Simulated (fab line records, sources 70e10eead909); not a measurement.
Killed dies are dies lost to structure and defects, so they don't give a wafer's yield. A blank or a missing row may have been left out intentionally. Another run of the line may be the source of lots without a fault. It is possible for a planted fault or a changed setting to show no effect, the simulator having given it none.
Which tool was responsible? ; flow nand_harc ; Sampling: 12 lots, 36 wafers, 5 of 1302 route steps

== WHAT THE GAUGES READ, wafer by wafer ==
NHARC_END_SORT_01. Usual: killed_at_array 52, standard deviation 19; killed_at_other 1.0, standard deviation 1.2; killed_at_periphery 4.1, standard deviation 2.8; killed_dies 57, standard deviation 19; killed_open 3.1, standard deviation 1.7; killed_short 2.5, standard deviation 1.5.
lot;measured;on;killed_at_array;killed_at_other;killed_at_periphery;killed_dies;killed_open;killed_short;flag
L497;day 32 18:06;prober-01;677 675 674;0 0 1;0 2 2;677 677 677;2 5 5;1 2 3;OFF
L498;day 32 05:19;prober-01;675 673 675;2 0 1;0 4 1;677 677 677;3 4 2;2 0 4;OFF

== TOOL THAT RAN EACH LOT (tool first, then ch and the chambers of the sampled wafers, then the start) ==
lot;NHARC_A_CHANNEL_HOLE_D1_ETCH_26;NHARC_A_CHANNEL_HOLE_D1_ETCH_33;NHARC_A_CHANNEL_FILL_D1_ALD_02;NHARC_A_CHANNEL_FILL_D1_ALD_03
L481;har_etch-02 ch 0, day 9 08:35;har_etch-02 ch 0, day 9 08:47;ald_hk-02 ch 0,1,3, day 9 10:50;ald_sin_batch-02 ch 0, no start
L483;har_etch-01 ch 0,1, day 10 02:34;har_etch-01 ch 0,1, day 10 02:46;ald_hk-01 ch 0,2, day 10 04:47;ald_sin_batch-02 ch 0, no start
L484;har_etch-02 ch 1, day 10 22:35;har_etch-02 ch 1, day 10 22:59;ald_hk-01 ch 0,1,2, day 11 01:27;ald_sin_batch-02 ch 0, no start
L485;har_etch-02 ch 1, day 11 14:32;har_etch-02 ch 1, day 11 14:56;ald_hk-02 ch 0,1,2, day 11 17:18;ald_sin_batch-03 ch 0, no start
L486;har_etch-01 ch 0,1, day 11 15:38;har_etch-01 ch 0,1, day 11 15:50;ald_hk-02 ch 0,2,3, day 11 17:52;ald_sin_batch-03 ch 0, no start
L488;har_etch-01 ch 0,1, day 12 20:32;har_etch-01 ch 0,1, day 12 20:44;ald_hk-01 ch 0,1,3, day 13 03:19;ald_sin_batch-02 ch 0, no start
L489;har_etch-01 ch 0,1, day 13 00:42;har_etch-01 ch 0,1, day 13 00:54;ald_hk-01 ch 0,2,3, day 13 04:05;ald_sin_batch-02 ch 0, no start
L497;har_etch-01 ch 0, day 16 11:40;har_etch-01 ch 0, day 16 11:51;ald_hk-01 ch 1,2,3, day 16 14:25;ald_sin_batch-03 ch 0, day 32 18:06 or earlier
L498;har_etch-02 ch 0, day 16 12:46;har_etch-02 ch 0, day 16 12:58;ald_hk-01 ch 0,1, day 16 14:55;ald_sin_batch-03 ch 0, day 32 05:19 or earlier
L500;har_etch-01 ch 0,1, day 17 21:23;har_etch-01 ch 0,1, day 17 21:35;ald_hk-02 ch 0,2,3, day 17 23:32;ald_sin_batch-02 ch 0, no start
L501;har_etch-02 ch 0,1, day 17 22:41;har_etch-02 ch 0,1, day 17 22:53;ald_hk-01 ch 1,2,3, day 18 00:49;ald_sin_batch-02 ch 0, no start
L502;har_etch-01 ch 0,1, day 18 01:38;har_etch-01 ch 0,1, day 18 01:50;ald_hk-03 ch 0,2,3, day 18 03:52;ald_sin_batch-02 ch 0, no start
- NHARC_A_CHANNEL_HOLE_D1_ETCH_26: etches the open film in C4F8/O2/Ar, time 224.1 s, target depth 300 nm.
- NHARC_A_CHANNEL_HOLE_D1_ETCH_33: etches the open film in C4F8/O2/Ar, time 90 s, target depth 400 nm.
- NHARC_A_CHANNEL_FILL_D1_ALD_02: deposits SiO2, target thk 6 nm, pulse time 10 s, ald cycles 60.
- NHARC_A_CHANNEL_FILL_D1_ALD_03: deposits SiNx, target thk 6 nm, pulse time 60 s, ald cycles 58.

== WHAT THE TOOLS THEMSELVES READ (means of the sampled wafers that have a number; where no wafer has one, the mark that the record gives instead) ==
NHARC_A_CHANNEL_HOLE_D1_ETCH_26. Usual: drypump_motor_current_A 5.6 A, standard deviation 0.36; showerhead_plenum_p_Torr 3.68 Torr, standard deviation 0.14; throttle_valve_pct 24.584 %, standard deviation 0.0084.
lot;tool;drypump_motor_current_A (A);showerhead_plenum_p_Torr (Torr);throttle_valve_pct (%);flag
L481;har_etch-02;5.7;3.74;24.577;
L483;har_etch-01;5.8;3.70;24.584;
L484;har_etch-02;5.7;3.43;24.585;
L485;har_etch-02;5.7;3.43;24.583;
L486;har_etch-01;5.8;3.69;24.590;
L488;har_etch-01;5.4;3.72;24.589;
L489;har_etch-01;5.4;3.71;24.585;
L497;har_etch-01;6.1;3.62;24.589;
L498;har_etch-02;5.7;3.68;24.587;
L500;har_etch-01;5.4;3.67;24.584;
L501;har_etch-02;5.7;3.77;24.586;
L502;har_etch-01;5.4;3.67;24.590;

NHARC_A_CHANNEL_HOLE_D1_ETCH_33. Usual: drypump_motor_current_A 5.6 A, standard deviation 0.36; showerhead_plenum_p_Torr 3.67 Torr, standard deviation 0.14; throttle_valve_pct 27.620 %, standard deviation 0.0091.
lot;tool;drypump_motor_current_A (A);showerhead_plenum_p_Torr (Torr);throttle_valve_pct (%);flag
L481;har_etch-02;5.7;3.73;27.630;
L483;har_etch-01;5.8;3.70;27.622;
L484;har_etch-02;5.7;3.43;27.618;
L485;har_etch-02;5.7;3.43;27.619;
L486;har_etch-01;5.7;3.69;27.619;
L488;har_etch-01;5.5;3.71;27.621;
L489;har_etch-01;5.4;3.71;27.626;
L497;har_etch-01;6.1;3.62;27.628;
L498;har_etch-02;5.7;3.68;27.617;
L500;har_etch-01;5.4;3.66;27.626;
L501;har_etch-02;5.7;3.76;27.621;
L502;har_etch-01;5.4;3.66;27.621;

NHARC_A_CHANNEL_FILL_D1_ALD_02. Usual: heater_power_outer_w 269 W, standard deviation 28; heater_power_w 475 W, standard deviation 46; precursor_pulse_height_rel 1.001, standard deviation 0.02.
lot;tool;heater_power_outer_w (W);heater_power_w (W);precursor_pulse_height_rel;flag
L481;ald_hk-02;282;495;1.005;
L483;ald_hk-01;278;490;1.005;
L484;ald_hk-01;262;471;0.988;
L485;ald_hk-02;268;483;0.978;
L486;ald_hk-02;290;520;1.017;
L488;ald_hk-01;253;442;1.005;
L489;ald_hk-01;264;465;0.999;
L497;ald_hk-01;-;-;-;OFF
L498;ald_hk-01;-;-;-;OFF
L500;ald_hk-02;291;518;0.994;
L501;ald_hk-01;254;441;0.990;
L502;ald_hk-03;263;451;1.001;

NHARC_A_CHANNEL_FILL_D1_ALD_03. Usual: chamber_pressure_Torr 2.000 Torr, standard deviation 0.0049; precursor_pulse_height_rel 1.001, standard deviation 0.02.
lot;tool;chamber_pressure_Torr (Torr);precursor_pulse_height_rel;flag
L481;ald_sin_batch-02;1.998;1.024;
L483;ald_sin_batch-02;2.001;0.997;
L484;ald_sin_batch-02;1.998;0.985;
L485;ald_sin_batch-03;1.998;0.995;
L486;ald_sin_batch-03;1.997;1.037;
L488;ald_sin_batch-02;1.997;1.014;
L489;ald_sin_batch-02;1.995;1.000;
L497;ald_sin_batch-03;1.997;0.991;
L498;ald_sin_batch-03;1.994;1.001;
L500;ald_sin_batch-02;2.005;0.979;
L501;ald_sin_batch-02;1.994;1.011;
L502;ald_sin_batch-02;2.003;0.997;

== THE ANSWER, worked out from the rows above alone ==
Rule: take the mean of a lot's wafers that have a number; if it is more than 3 standard deviations from the usual mean, the lot is off. Also off: a lot with no number at a reading for which 4 or more lots have one. Any other lot the step has rows for is counted as sound. The gauges are gone through in route order, then the tools' own readings, and for those a lot's mean is taken as printed above. The first step at which some lot is off is used, and at that step the reading that is off furthest; a lot without a number counts as furthest.
Off, at NHARC_END_SORT_01 on killed_at_array: L497, L498. Neither off nor sound, because the step has no rows for them: L481, L483, L484, L485, L486, L488, L489, L500, L501, L502.
If a tool, at a process step before that reading, ran all the lots that are off and no sound lot after the first of them, it fits. Not tried: the gauges at NHARC_END_SORT_01; whatever is off there is also off at NHARC_A_CHANNEL_FILL_D1_ALD_02, on other tools, and gauge error can't account for it. NHARC_A_CHANNEL_FILL_D1_ALD_03: start missing for some lots; hours and lot order therefore follow NHARC_END_SORT_01. 2 tools fit, ald_hk-01 at NHARC_A_CHANNEL_FILL_D1_ALD_02 and ald_sin_batch-03 at NHARC_A_CHANNEL_FILL_D1_ALD_03, so this cannot tell which one it is.

== WHAT THE SIMULATOR HAD PUT IN ==
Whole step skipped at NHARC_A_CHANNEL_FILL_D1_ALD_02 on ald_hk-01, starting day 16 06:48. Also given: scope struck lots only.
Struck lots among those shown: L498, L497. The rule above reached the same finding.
